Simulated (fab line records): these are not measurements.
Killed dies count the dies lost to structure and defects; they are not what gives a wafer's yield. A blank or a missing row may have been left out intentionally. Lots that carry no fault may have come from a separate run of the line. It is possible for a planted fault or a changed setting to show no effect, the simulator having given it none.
fab line records || flow n5_finfet
record: {"lots": 6, "wafers": 18, "last_day": 20}
route steps=1938 shown BEOL_M2@841
lots that met no fault: from a run of the same line without faults
start_h: hours from the record's opening day to when the first of the lot's shown wafers began || wait_h: hours from the lot's prior step to this one || " as in the row above || L1.1+2: a row that stands for several wafers || - value missing, or start not given || * or withheld: withheld || < > ~ a bound
route shown NAME@n: NAME is a module with steps in the file, n the number in the route of the first one || usual: mean/standard deviation taken from wafers without a fault || same: alike in all rows || chamber/n: place in a boat || sites: the reading at each site || _std_site: standard deviation across them || _edge_site: the outer-site mean with the inner-site mean subtracted || radius_mm: how far each site lies from the wafer's centre || mask NAME#n: copy n || behind: the tool/chamber that last shaped the wafer || hold: reason for holding the lot/hours on hold/outcome of the hold || device: names the non-switching transistor (n, p or np) || end of line: tests run on the same wafers once the route is complete || a step without rows: its recipe alone || killed: count of dies lost to structure and defects at first sort (not the wafer's yield) || map: shows each die of a wafer: x if killed, . if not, _ if none is there
set.NAME: setting as actually run; set.NAME@STEP: the setting as run at that earlier step || model.NAME: the simulator's own value behind a step, which no gauge read
certain route steps with their lots: each step a table, each wafer a row
services: from which hour (start_h, from the record's first day; less than 0 if before it) a tool's chamber was out of use, for how many hours, and why
== steps ==
step: N5_BEOL_M2_ILD_DEP_00
recipe: {"material": "SiOC", "target_thk_a": 790, "temp_c": 350, "precursor": "DEMS/O2", "pressure_torr": 5, "rf_w": 500, "time_s": 15.3}
usual: {"heater_power_w": "565/60", "showerhead_plenum_p_Torr": "5.686/0.02", "throttle_valve_pct": "11.7/0.59"}
{"lot.wafer": "L411.1", "tool": "pecvd-02", "chamber": 2, "start_h": 169.89, "wait_h": 0.0, "heater_power_w": 548, "showerhead_plenum_p_Torr": 5.694, "since_wet_clean_h": 301, "throttle_valve_pct": 11.3}
{"lot.wafer": "L411.4", "tool": "pecvd-02", "chamber": 1, "start_h": 169.89, "wait_h": 0.0, "heater_power_w": 671, "showerhead_plenum_p_Torr": 5.703, "since_wet_clean_h": "-", "throttle_valve_pct": 11.7}
{"lot.wafer": "L411.5", "tool": "pecvd-02", "chamber": 0, "start_h": 169.89, "wait_h": 0.0, "heater_power_w": 451, "showerhead_plenum_p_Torr": 5.689, "since_wet_clean_h": "-", "throttle_valve_pct": 11.6}
{"lot.wafer": "L413.1", "tool": "pecvd-03", "chamber": 0, "start_h": 170.29, "wait_h": 0.0, "heater_power_w": 608, "showerhead_plenum_p_Torr": 5.692, "since_wet_clean_h": 1237, "throttle_valve_pct": 12.6}
{"lot.wafer": "L413.2", "tool": "pecvd-03", "chamber": 1, "start_h": 170.29, "wait_h": 0.0, "heater_power_w": 527, "showerhead_plenum_p_Torr": 5.689, "since_wet_clean_h": 1962, "throttle_valve_pct": 11.9}
{"lot.wafer": "L413.3", "tool": "pecvd-03", "chamber": 2, "start_h": 170.29, "wait_h": 0.0, "heater_power_w": 572, "showerhead_plenum_p_Torr": 5.660, "since_wet_clean_h": 483, "throttle_valve_pct": 11.8}
{"lot.wafer": "L420.1", "tool": "pecvd-03", "chamber": 1, "start_h": 232.59, "wait_h": 0.0, "heater_power_w": 553, "showerhead_plenum_p_Torr": 5.680, "since_wet_clean_h": 2024, "throttle_valve_pct": 11.6}
{"lot.wafer": "L420.2", "tool": "pecvd-03", "chamber": 0, "start_h": 232.59, "wait_h": 0.0, "heater_power_w": 555, "showerhead_plenum_p_Torr": 5.690, "since_wet_clean_h": 1299, "throttle_valve_pct": 12.1}
{"lot.wafer": "L420.6", "tool": "pecvd-03", "chamber": 0, "start_h": 232.59, "wait_h": 0.0, "heater_power_w": 571, "showerhead_plenum_p_Torr": 5.711, "since_wet_clean_h": "-", "throttle_valve_pct": 12.1}
{"lot.wafer": "L425.1", "tool": "pecvd-03", "chamber": 0, "start_h": 247.34, "wait_h": 0.0, "heater_power_w": 531, "showerhead_plenum_p_Torr": 5.691, "since_wet_clean_h": 1314, "throttle_valve_pct": 12.2}
{"lot.wafer": "L425.5", "tool": "pecvd-03", "chamber": 0, "start_h": 247.34, "wait_h": 0.0, "heater_power_w": 545, "showerhead_plenum_p_Torr": 5.693, "since_wet_clean_h": "-", "throttle_valve_pct": 12.0}
{"lot.wafer": "L425.6", "tool": "pecvd-03", "chamber": 2, "start_h": 247.34, "wait_h": 0.0, "heater_power_w": 524, "showerhead_plenum_p_Torr": 5.646, "since_wet_clean_h": "-", "throttle_valve_pct": 11.9}
{"lot.wafer": "L427.2", "tool": "pecvd-03", "chamber": 1, "start_h": 258.38, "wait_h": 0.0, "heater_power_w": 589, "showerhead_plenum_p_Torr": 5.688, "since_wet_clean_h": 2050, "throttle_valve_pct": 11.6}
{"lot.wafer": "L427.5", "tool": "pecvd-03", "chamber": 0, "start_h": 258.38, "wait_h": 0.0, "heater_power_w": 628, "showerhead_plenum_p_Torr": 5.698, "since_wet_clean_h": "-", "throttle_valve_pct": 12.3}
{"lot.wafer": "L427.6", "tool": "pecvd-03", "chamber": 2, "start_h": 258.38, "wait_h": 0.0, "heater_power_w": 512, "showerhead_plenum_p_Torr": 5.665, "since_wet_clean_h": "-", "throttle_valve_pct": 11.6}
{"lot.wafer": "L430.1", "tool": "pecvd-02", "chamber": 2, "start_h": 279.32, "wait_h": 0.0, "heater_power_w": 528, "showerhead_plenum_p_Torr": 5.692, "since_wet_clean_h": 410, "throttle_valve_pct": 11.2}
{"lot.wafer": "L430.2", "tool": "pecvd-02", "chamber": 1, "start_h": 279.32, "wait_h": 0.0, "heater_power_w": 621, "showerhead_plenum_p_Torr": 5.711, "since_wet_clean_h": 1889, "throttle_valve_pct": 11.9}
{"lot.wafer": "L430.6", "tool": "pecvd-02", "chamber": 2, "start_h": 279.32, "wait_h": 0.0, "heater_power_w": 540, "showerhead_plenum_p_Torr": 5.695, "since_wet_clean_h": "-", "throttle_valve_pct": 11.0}
step: N5_BEOL_M2_THK_MEAS_01
recipe: {"reads": "SiOC_of_BEOL_M2_ILD_DEP_00"}
usual: {"M2_ILD_THK": "79.0/0.95"}
{"lot.wafer": "L411.1", "tool": "film_metro-01", "chamber": "-", "start_h": 169.96, "wait_h": 0.0, "M2_ILD_THK[nm]": 78.0}
{"lot.wafer": "L411.4", "tool": "film_metro-01", "chamber": "-", "start_h": 169.96, "wait_h": 0.0, "M2_ILD_THK[nm]": 79.2}
{"lot.wafer": "L411.5", "tool": "film_metro-01", "chamber": "-", "start_h": 169.96, "wait_h": 0.0, "M2_ILD_THK[nm]": 78.7}
{"lot.wafer": "L413.1", "tool": "film_metro-01", "chamber": "-", "start_h": 170.35, "wait_h": 0.0, "M2_ILD_THK[nm]": 78.4}
{"lot.wafer": "L413.2", "tool": "film_metro-01", "chamber": "-", "start_h": 170.35, "wait_h": 0.0, "M2_ILD_THK[nm]": 78.6}
{"lot.wafer": "L413.3", "tool": "film_metro-01", "chamber": "-", "start_h": 170.35, "wait_h": 0.0, "M2_ILD_THK[nm]": 79.2}
{"lot.wafer": "L420.1", "tool": "film_metro-01", "chamber": "-", "start_h": 232.66, "wait_h": 0.0, "M2_ILD_THK[nm]": 77.9}
{"lot.wafer": "L420.2", "tool": "film_metro-01", "chamber": "-", "start_h": 232.66, "wait_h": 0.0, "M2_ILD_THK[nm]": 78.4}
{"lot.wafer": "L420.6", "tool": "film_metro-01", "chamber": "-", "start_h": 232.66, "wait_h": 0.0, "M2_ILD_THK[nm]": 79.6}
{"lot.wafer": "L425.1", "tool": "film_metro-01", "chamber": "-", "start_h": 247.41, "wait_h": 0.0, "M2_ILD_THK[nm]": 78.7}
{"lot.wafer": "L425.5", "tool": "film_metro-01", "chamber": "-", "start_h": 247.41, "wait_h": 0.0, "M2_ILD_THK[nm]": 80.5}
{"lot.wafer": "L425.6", "tool": "film_metro-01", "chamber": "-", "start_h": 247.41, "wait_h": 0.0, "M2_ILD_THK[nm]": 80.0}
{"lot.wafer": "L427.2", "tool": "film_metro-01", "chamber": "-", "start_h": 258.44, "wait_h": 0.1, "M2_ILD_THK[nm]": 79.1}
{"lot.wafer": "L427.5", "tool": "film_metro-01", "chamber": "-", "start_h": 258.44, "wait_h": 0.1, "M2_ILD_THK[nm]": 79.4}
{"lot.wafer": "L427.6", "tool": "film_metro-01", "chamber": "-", "start_h": 258.44, "wait_h": 0.1, "M2_ILD_THK[nm]": 80.8}
{"lot.wafer": "L430.1", "tool": "film_metro-01", "chamber": "-", "start_h": 279.40, "wait_h": 0.1, "M2_ILD_THK[nm]": 77.6}
{"lot.wafer": "L430.2", "tool": "film_metro-01", "chamber": "-", "start_h": 279.40, "wait_h": 0.1, "M2_ILD_THK[nm]": 77.9}
{"lot.wafer": "L430.6", "tool": "film_metro-01", "chamber": "-", "start_h": 279.40, "wait_h": 0.1, "M2_ILD_THK[nm]": 78.5}
step: N5_BEOL_M2_PECVD_72
recipe: {"material": "SiO2", "target_thk_a": 160, "temp_c": 400, "precursor": "TEOS/O2", "pressure_torr": 5.5, "rf_w": 450, "teos_flow_sccm": 53.8, "gas": "O2", "flow_sccm": 3000, "time_s": 18}
usual: {"heater_power_w": "823/83", "showerhead_plenum_p_Torr": "8.76/0.077", "throttle_valve_pct": "21.6/1.3"}
{"lot.wafer": "L411.1", "tool": "pecvd-02", "chamber": 0, "start_h": 170.00, "wait_h": 0.0, "heater_power_w": 705, "showerhead_plenum_p_Torr": 8.73, "since_wet_clean_h": 1055, "throttle_valve_pct": 20.8}
{"lot.wafer": "L411.4", "tool": "pecvd-02", "chamber": 0, "start_h": 170.00, "wait_h": 0.0, "heater_power_w": 720, "showerhead_plenum_p_Torr": 8.78, "since_wet_clean_h": "-", "throttle_valve_pct": 21.0}
{"lot.wafer": "L411.5", "tool": "pecvd-02", "chamber": 1, "start_h": 170.00, "wait_h": 0.0, "heater_power_w": 849, "showerhead_plenum_p_Torr": 8.84, "since_wet_clean_h": "-", "throttle_valve_pct": 21.8}
{"lot.wafer": "L413.1", "tool": "pecvd-01", "chamber": 2, "start_h": 170.39, "wait_h": 0.0, "heater_power_w": 710, "showerhead_plenum_p_Torr": 8.64, "since_wet_clean_h": 2143, "throttle_valve_pct": 24.9}
{"lot.wafer": "L413.2", "tool": "pecvd-01", "chamber": 0, "start_h": 170.39, "wait_h": 0.0, "heater_power_w": 951, "showerhead_plenum_p_Torr": 8.79, "since_wet_clean_h": 693, "throttle_valve_pct": 20.9}
{"lot.wafer": "L413.3", "tool": "pecvd-01", "chamber": 0, "start_h": 170.39, "wait_h": 0.0, "heater_power_w": 940, "showerhead_plenum_p_Torr": 8.78, "since_wet_clean_h": "-", "throttle_valve_pct": 20.9}
{"lot.wafer": "L420.1", "tool": "pecvd-01", "chamber": 0, "start_h": 232.70, "wait_h": 0.0, "heater_power_w": 905, "showerhead_plenum_p_Torr": 8.78, "since_wet_clean_h": 755, "throttle_valve_pct": 21.2}
{"lot.wafer": "L420.2", "tool": "pecvd-01", "chamber": 2, "start_h": 232.70, "wait_h": 0.0, "heater_power_w": 699, "showerhead_plenum_p_Torr": 8.62, "since_wet_clean_h": 1, "throttle_valve_pct": 20.3}
{"lot.wafer": "L420.6", "tool": "pecvd-01", "chamber": 0, "start_h": 232.70, "wait_h": 0.0, "heater_power_w": 949, "showerhead_plenum_p_Torr": 8.78, "since_wet_clean_h": "-", "throttle_valve_pct": 21.2}
{"lot.wafer": "L425.1", "tool": "pecvd-03", "chamber": 1, "start_h": 247.44, "wait_h": 0.0, "heater_power_w": 762, "showerhead_plenum_p_Torr": 8.74, "since_wet_clean_h": 2039, "throttle_valve_pct": 22.2}
{"lot.wafer": "L425.5", "tool": "pecvd-03", "chamber": 2, "start_h": 247.44, "wait_h": 0.0, "heater_power_w": 773, "showerhead_plenum_p_Torr": 8.60, "since_wet_clean_h": "-", "throttle_valve_pct": 22.2}
{"lot.wafer": "L425.6", "tool": "pecvd-03", "chamber": 1, "start_h": 247.44, "wait_h": 0.0, "heater_power_w": 754, "showerhead_plenum_p_Torr": 8.74, "since_wet_clean_h": "-", "throttle_valve_pct": 22.5}
{"lot.wafer": "L427.2", "tool": "pecvd-01", "chamber": 2, "start_h": 258.48, "wait_h": 0.0, "heater_power_w": 766, "showerhead_plenum_p_Torr": 8.63, "since_wet_clean_h": 27, "throttle_valve_pct": 20.7}
{"lot.wafer": "L427.5", "tool": "pecvd-01", "chamber": 2, "start_h": 258.48, "wait_h": 0.0, "heater_power_w": 780, "showerhead_plenum_p_Torr": 8.62, "since_wet_clean_h": "-", "throttle_valve_pct": 20.4}
{"lot.wafer": "L427.6", "tool": "pecvd-01", "chamber": 0, "start_h": 258.48, "wait_h": 0.0, "heater_power_w": 951, "showerhead_plenum_p_Torr": 8.81, "since_wet_clean_h": "-", "throttle_valve_pct": 21.2}
{"lot.wafer": "L430.1", "tool": "pecvd-01", "chamber": 0, "start_h": 279.44, "wait_h": 0.0, "heater_power_w": 900, "showerhead_plenum_p_Torr": 8.80, "since_wet_clean_h": 802, "throttle_valve_pct": 21.1}
{"lot.wafer": "L430.2", "tool": "pecvd-01", "chamber": 2, "start_h": 279.44, "wait_h": 0.0, "heater_power_w": 715, "showerhead_plenum_p_Torr": 8.62, "since_wet_clean_h": 48, "throttle_valve_pct": 20.4}
{"lot.wafer": "L430.6", "tool": "pecvd-01", "chamber": 2, "start_h": 279.44, "wait_h": 0.0, "heater_power_w": 710, "showerhead_plenum_p_Torr": 8.64, "since_wet_clean_h": "-", "throttle_valve_pct": 20.5}
step: N5_BEOL_M2_HM_DEP_02
recipe: {"material": "TiN", "target_thk_a": 200, "temp_c": 25, "chamber_pressure_pa": 0.49996}
usual: {"throttle_valve_pct": "29.8/0.84"}
{"lot.wafer": "L411.1", "tool": "pvd_sputter-02", "chamber": "-", "start_h": 170.89, "wait_h": 0.9, "throttle_valve_pct": 29.0}
{"lot.wafer": "L411.4", "tool": "pvd_sputter-02", "chamber": "-", "start_h": 170.89, "wait_h": 0.9, "throttle_valve_pct": 30.6}
{"lot.wafer": "L411.5", "tool": "pvd_sputter-02", "chamber": "-", "start_h": 170.89, "wait_h": 0.9, "throttle_valve_pct": 30.7}
{"lot.wafer": "L413.1", "tool": "pvd_sputter-02", "chamber": "-", "start_h": 171.21, "wait_h": 0.8, "throttle_valve_pct": 29.4}
{"lot.wafer": "L413.2", "tool": "pvd_sputter-02", "chamber": "-", "start_h": 171.21, "wait_h": 0.8, "throttle_valve_pct": 29.3}
{"lot.wafer": "L413.3", "tool": "pvd_sputter-02", "chamber": "-", "start_h": 171.21, "wait_h": 0.8, "throttle_valve_pct": 30.6}
{"lot.wafer": "L420.1", "tool": "pvd_sputter-01", "chamber": "-", "start_h": 233.53, "wait_h": 0.8, "throttle_valve_pct": 29.5}
{"lot.wafer": "L420.2", "tool": "pvd_sputter-01", "chamber": "-", "start_h": 233.53, "wait_h": 0.8, "throttle_valve_pct": 28.9}
{"lot.wafer": "L420.6", "tool": "pvd_sputter-01", "chamber": "-", "start_h": 233.53, "wait_h": 0.8, "throttle_valve_pct": 29.4}
{"lot.wafer": "L425.1", "tool": "pvd_sputter-02", "chamber": "-", "start_h": 250.90, "wait_h": 3.4, "throttle_valve_pct": 30.4}
{"lot.wafer": "L425.5", "tool": "pvd_sputter-02", "chamber": "-", "start_h": 250.90, "wait_h": 3.4, "throttle_valve_pct": 29.0}
{"lot.wafer": "L425.6", "tool": "pvd_sputter-02", "chamber": "-", "start_h": 250.90, "wait_h": 3.4, "throttle_valve_pct": 29.5}
{"lot.wafer": "L427.2", "tool": "pvd_sputter-03", "chamber": "-", "start_h": 258.57, "wait_h": 0.1, "throttle_valve_pct": 28.5}
{"lot.wafer": "L427.5", "tool": "pvd_sputter-03", "chamber": "-", "start_h": 258.57, "wait_h": 0.1, "throttle_valve_pct": 30.2}
{"lot.wafer": "L427.6", "tool": "pvd_sputter-03", "chamber": "-", "start_h": 258.57, "wait_h": 0.1, "throttle_valve_pct": 28.5}
{"lot.wafer": "L430.1", "tool": "pvd_sputter-02", "chamber": "-", "start_h": 279.50, "wait_h": 0.0, "throttle_valve_pct": 29.3}
{"lot.wafer": "L430.2", "tool": "pvd_sputter-02", "chamber": "-", "start_h": 279.50, "wait_h": 0.0, "throttle_valve_pct": 30.3}
{"lot.wafer": "L430.6", "tool": "pvd_sputter-02", "chamber": "-", "start_h": 279.50, "wait_h": 0.0, "throttle_valve_pct": 29.0}
step: N5_BEOL_M2_COAT_61
recipe: {"resist": "SOC", "temp_c": 250, "time_s": 60, "spin_rpm": 1500, "resist_thk_nm": 60}
step: N5_BEOL_M2_COAT_62
recipe: {"resist": "SiARC", "temp_c": 220, "time_s": 60, "spin_rpm": 1500, "resist_thk_nm": 12}
step: N5_BEOL_M2_COAT_73
recipe: {"resist": "underlayer", "temp_c": 205, "time_s": 60, "spin_rpm": 1500, "resist_thk_nm": 5}
step: N5_BEOL_M2_COAT_05
recipe: {"resist": "CAR-EUV", "spin_rpm": 1500, "resist_thk_nm": 30}
step: N5_BEOL_M2_EBR_07
recipe: {"solvent": "PGMEA", "ebr_width_mm": 1.5}
step: N5_BEOL_M2_SOFTBAKE_06
recipe: {"temp_c": 110, "time_s": 60, "resist": "CAR-EUV"}
step: N5_BEOL_M2_EXPOSE_08
recipe: {"mask_id": "M2", "na": 0.33, "source_shape": "dipole", "sigma_inner": 0.369, "sigma_outer": 0.767, "polarization": "unpolarized", "dose_mj": 41.25}
step: N5_BEOL_M2_PEB_09
recipe: {"peb_temp_c": 100, "peb_time_s": 60, "resist": "CAR-EUV"}
step: N5_BEOL_M2_DEVELOP_10
recipe: {"develop_time_s": 30, "developer": "TMAH", "resist": "CAR-EUV", "rinse_liquid": "surfactant_rinse", "dry": "air_spin", "dev_temp_c": 23}
usual: {"chill_plate_temp_C": "22.98/0.11", "develop_time_s": "30/0", "exhaust_pa": "44.9/0.9"}
{"lot.wafer": "L411.1", "tool": "litho_track-03", "chamber": 0, "start_h": 171.23, "wait_h": "-", "chill_plate_temp_C": 22.95, "develop_time_s": 30, "exhaust_pa": 45.8, "model.CAR-EUV_of_BEOL_M2_COAT_05.thk_nm": 29.4}
{"lot.wafer": "L411.4", "tool": "litho_track-03", "chamber": 0, "start_h": 171.23, "wait_h": "-", "chill_plate_temp_C": 23.12, "develop_time_s": 30, "exhaust_pa": 45.6, "model.CAR-EUV_of_BEOL_M2_COAT_05.thk_nm": 29.4}
{"lot.wafer": "L411.5", "tool": "litho_track-03", "chamber": 0, "start_h": 171.23, "wait_h": "-", "chill_plate_temp_C": 23.06, "develop_time_s": 30, "exhaust_pa": 45.2, "model.CAR-EUV_of_BEOL_M2_COAT_05.thk_nm": 29.4}
{"lot.wafer": "L413.1", "tool": "litho_track-01", "chamber": 0, "start_h": 171.67, "wait_h": "-", "chill_plate_temp_C": 22.98, "develop_time_s": 30, "exhaust_pa": 44.6, "model.CAR-EUV_of_BEOL_M2_COAT_05.thk_nm": 29.8}
{"lot.wafer": "L413.2", "tool": "litho_track-01", "chamber": 0, "start_h": 171.67, "wait_h": "-", "chill_plate_temp_C": 22.90, "develop_time_s": 30, "exhaust_pa": 45.4, "model.CAR-EUV_of_BEOL_M2_COAT_05.thk_nm": 29.8}
{"lot.wafer": "L413.3", "tool": "litho_track-01", "chamber": 0, "start_h": 171.67, "wait_h": "-", "chill_plate_temp_C": 23.10, "develop_time_s": 30, "exhaust_pa": 45.3, "model.CAR-EUV_of_BEOL_M2_COAT_05.thk_nm": 29.6}
{"lot.wafer": "L420.1", "tool": "litho_track-04", "chamber": "-", "start_h": 233.86, "wait_h": "-", "chill_plate_temp_C": "-", "develop_time_s": "-", "exhaust_pa": "-", "model.CAR-EUV_of_BEOL_M2_COAT_05.thk_nm": 30}
{"lot.wafer": "L420.2", "tool": "litho_track-04", "chamber": "-", "start_h": 233.86, "wait_h": "-", "chill_plate_temp_C": "-", "develop_time_s": "-", "exhaust_pa": "-", "model.CAR-EUV_of_BEOL_M2_COAT_05.thk_nm": 29.8}
{"lot.wafer": "L420.6", "tool": "litho_track-04", "chamber": "-", "start_h": 233.86, "wait_h": "-", "chill_plate_temp_C": "-", "develop_time_s": "-", "exhaust_pa": "-", "model.CAR-EUV_of_BEOL_M2_COAT_05.thk_nm": 29.8}
{"lot.wafer": "L425.1", "tool": "litho_track-03", "chamber": "-", "start_h": 251.36, "wait_h": "-", "chill_plate_temp_C": "-", "develop_time_s": "-", "exhaust_pa": "-", "model.CAR-EUV_of_BEOL_M2_COAT_05.thk_nm": 30.2}
{"lot.wafer": "L425.5", "tool": "litho_track-03", "chamber": "-", "start_h": 251.36, "wait_h": "-", "chill_plate_temp_C": "-", "develop_time_s": "-", "exhaust_pa": "-", "model.CAR-EUV_of_BEOL_M2_COAT_05.thk_nm": 30.2}
{"lot.wafer": "L425.6", "tool": "litho_track-03", "chamber": "-", "start_h": 251.36, "wait_h": "-", "chill_plate_temp_C": "-", "develop_time_s": "-", "exhaust_pa": "-", "model.CAR-EUV_of_BEOL_M2_COAT_05.thk_nm": 30.2}
{"lot.wafer": "L427.2", "tool": "litho_track-03", "chamber": 0, "start_h": 259.03, "wait_h": "-", "chill_plate_temp_C": 22.99, "develop_time_s": 30, "exhaust_pa": 43.9, "model.CAR-EUV_of_BEOL_M2_COAT_05.thk_nm": 29.6}
{"lot.wafer": "L427.5", "tool": "litho_track-03", "chamber": 0, "start_h": 259.03, "wait_h": "-", "chill_plate_temp_C": 22.87, "develop_time_s": 30, "exhaust_pa": 45.0, "model.CAR-EUV_of_BEOL_M2_COAT_05.thk_nm": 29.6}
{"lot.wafer": "L427.6", "tool": "litho_track-03", "chamber": 0, "start_h": 259.03, "wait_h": "-", "chill_plate_temp_C": 22.88, "develop_time_s": 30, "exhaust_pa": 44.4, "model.CAR-EUV_of_BEOL_M2_COAT_05.thk_nm": 29.6}
{"lot.wafer": "L430.1", "tool": "litho_track-03", "chamber": 0, "start_h": 279.83, "wait_h": "-", "chill_plate_temp_C": 22.93, "develop_time_s": 30, "exhaust_pa": 44.2, "model.CAR-EUV_of_BEOL_M2_COAT_05.thk_nm": 29.6}
{"lot.wafer": "L430.2", "tool": "litho_track-03", "chamber": 0, "start_h": 279.83, "wait_h": "-", "chill_plate_temp_C": 23.04, "develop_time_s": 30, "exhaust_pa": 44.2, "model.CAR-EUV_of_BEOL_M2_COAT_05.thk_nm": 29.6}
{"lot.wafer": "L430.6", "tool": "litho_track-03", "chamber": 0, "start_h": 279.83, "wait_h": "-", "chill_plate_temp_C": 22.95, "develop_time_s": 30, "exhaust_pa": 46.3, "model.CAR-EUV_of_BEOL_M2_COAT_05.thk_nm": 29.4}
step: N5_BEOL_M2_CD_MEAS_11
recipe: {"target_cd_nm": 16.79, "landing_energy_ev": 500, "detector": "se_inlens", "polarity": "opening"}
usual: {"cd_nm": "16.81/0.22"}
{"lot.wafer": "L411.1", "tool": "cd_sem-01", "chamber": 0, "start_h": 171.29, "wait_h": "-", "cd_nm": 16.54}
{"lot.wafer": "L411.4", "tool": "cd_sem-01", "chamber": 0, "start_h": 171.29, "wait_h": "-", "cd_nm": 16.66}
{"lot.wafer": "L411.5", "tool": "cd_sem-01", "chamber": 0, "start_h": 171.29, "wait_h": "-", "cd_nm": 16.65}
{"lot.wafer": "L413.1", "tool": "cd_sem-01", "chamber": 0, "start_h": 171.73, "wait_h": "-", "cd_nm": 16.79}
{"lot.wafer": "L413.2", "tool": "cd_sem-01", "chamber": 0, "start_h": 171.73, "wait_h": "-", "cd_nm": 16.52}
{"lot.wafer": "L413.3", "tool": "cd_sem-01", "chamber": 0, "start_h": 171.73, "wait_h": "-", "cd_nm": 16.89}
{"lot.wafer": "L420.1", "tool": "cd_sem-01", "chamber": 0, "start_h": 233.92, "wait_h": "-", "cd_nm": "-"}
{"lot.wafer": "L420.2", "tool": "cd_sem-01", "chamber": 0, "start_h": 233.92, "wait_h": "-", "cd_nm": "-"}
{"lot.wafer": "L420.6", "tool": "cd_sem-01", "chamber": 0, "start_h": 233.92, "wait_h": "-", "cd_nm": "-"}
{"lot.wafer": "L425.1", "tool": "cd_sem-02", "chamber": 0, "start_h": 251.42, "wait_h": "-", "cd_nm": "-"}
{"lot.wafer": "L425.5", "tool": "cd_sem-02", "chamber": 0, "start_h": 251.42, "wait_h": "-", "cd_nm": "-"}
{"lot.wafer": "L425.6", "tool": "cd_sem-02", "chamber": 0, "start_h": 251.42, "wait_h": "-", "cd_nm": "-"}
{"lot.wafer": "L427.2", "tool": "cd_sem-03", "chamber": 0, "start_h": 259.09, "wait_h": "-", "cd_nm": 16.55}
{"lot.wafer": "L427.5", "tool": "cd_sem-03", "chamber": 0, "start_h": 259.09, "wait_h": "-", "cd_nm": 17.25}
{"lot.wafer": "L427.6", "tool": "cd_sem-03", "chamber": 0, "start_h": 259.09, "wait_h": "-", "cd_nm": 17.22}
{"lot.wafer": "L430.1", "tool": "cd_sem-03", "chamber": 0, "start_h": 279.89, "wait_h": "-", "cd_nm": 16.69}
{"lot.wafer": "L430.2", "tool": "cd_sem-03", "chamber": 0, "start_h": 279.89, "wait_h": "-", "cd_nm": 16.57}
{"lot.wafer": "L430.6", "tool": "cd_sem-03", "chamber": 0, "start_h": 279.89, "wait_h": "-", "cd_nm": 17.21}
== services ==
{"tool": "pecvd-03", "chamber": 1, "start_h": 147.98, "hours": 5.6, "kind": "repair"}
{"tool": "pecvd-01", "chamber": "-", "start_h": 157.60, "hours": 3.4, "kind": "repair"}
{"tool": "pecvd-02", "chamber": 0, "start_h": 174.48, "hours": 5.5, "kind": "scheduled_down"}
{"tool": "pecvd-02", "chamber": "-", "start_h": 199.40, "hours": 48.9, "kind": "repair"}
{"tool": "pecvd-01", "chamber": 2, "start_h": 202.38, "hours": "-", "kind": "clean"}
{"tool": "pecvd-01", "chamber": 2, "start_h": 202.38, "hours": "-", "kind": "consumable_replace:showerhead"}
{"tool": "pecvd-01", "chamber": 2, "start_h": 202.38, "hours": 29.0, "kind": "scheduled_down"}
{"tool": "pecvd-01", "chamber": 2, "start_h": 202.38, "hours": 29.0, "kind": "vent_cycle"}
{"tool": "pecvd-03", "chamber": "-", "start_h": 204.22, "hours": 0.9, "kind": "repair"}
{"tool": "pecvd-01", "chamber": 0, "start_h": 207.02, "hours": 2.1, "kind": "scheduled_down"}
{"tool": "pecvd-03", "chamber": "-", "start_h": 224.97, "hours": 0.7, "kind": "repair"}
{"tool": "litho_track-04", "chamber": "-", "start_h": 233.85, "hours": "-", "kind": "consumable_replace:filter"}
{"tool": "pecvd-01", "chamber": "-", "start_h": 238.27, "hours": 2.4, "kind": "repair"}
{"tool": "pecvd-01", "chamber": 1, "start_h": 242.54, "hours": 2.1, "kind": "scheduled_down"}
{"tool": "pvd_sputter-02", "chamber": "-", "start_h": 257.78, "hours": 8.9, "kind": "repair"}
{"tool": "pecvd-02", "chamber": "-", "start_h": 257.78, "hours": 1.3, "kind": "repair"}
{"tool": "pecvd-01", "chamber": 1, "start_h": 262.74, "hours": 5.6, "kind": "repair"}
{"tool": "pecvd-01", "chamber": "-", "start_h": 270.69, "hours": 1.4, "kind": "repair"}
== key ==
first_sign: {"step": "N5_BEOL_M2_DEVELOP_10", "reading": "tool_record", "direction": "missing"}
effect none on later readings
model_effect: {"step": "N5_BEOL_M2_DEVELOP_10", "value": "CAR-EUV_of_BEOL_M2_COAT_05.thk_nm", "without": 29.5, "struck": 30.03}
met_at N5_BEOL_M2_DEVELOP_10
struck_wafers L420.1,L420.2,L420.6,L425.1,L425.5,L425.6
later_rows_left_out L420.1,L420.2,L420.6,L425.1,L425.5,L425.6
sort_left_out L420.1,L420.2,L420.6,L425.1,L425.5,L425.6
onset_between 171.23 233.86
fault: {"kind": "skipped_step_whole", "tool": "litho_track-03,litho_track-04", "chamber": "-", "onset_h": 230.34, "steps": "N5_BEOL_M2_DEVELOP_10", "scope": "struck_lots_only"}
sort_left_out: the simulated sort isn't trusted on such a fault, so these wafers' sort isn't shown, and their yield isn't known
later_rows_left_out: the simulator's readings of these wafers behind a module that went badly wrong aren't trusted and aren't shown, but for the sort
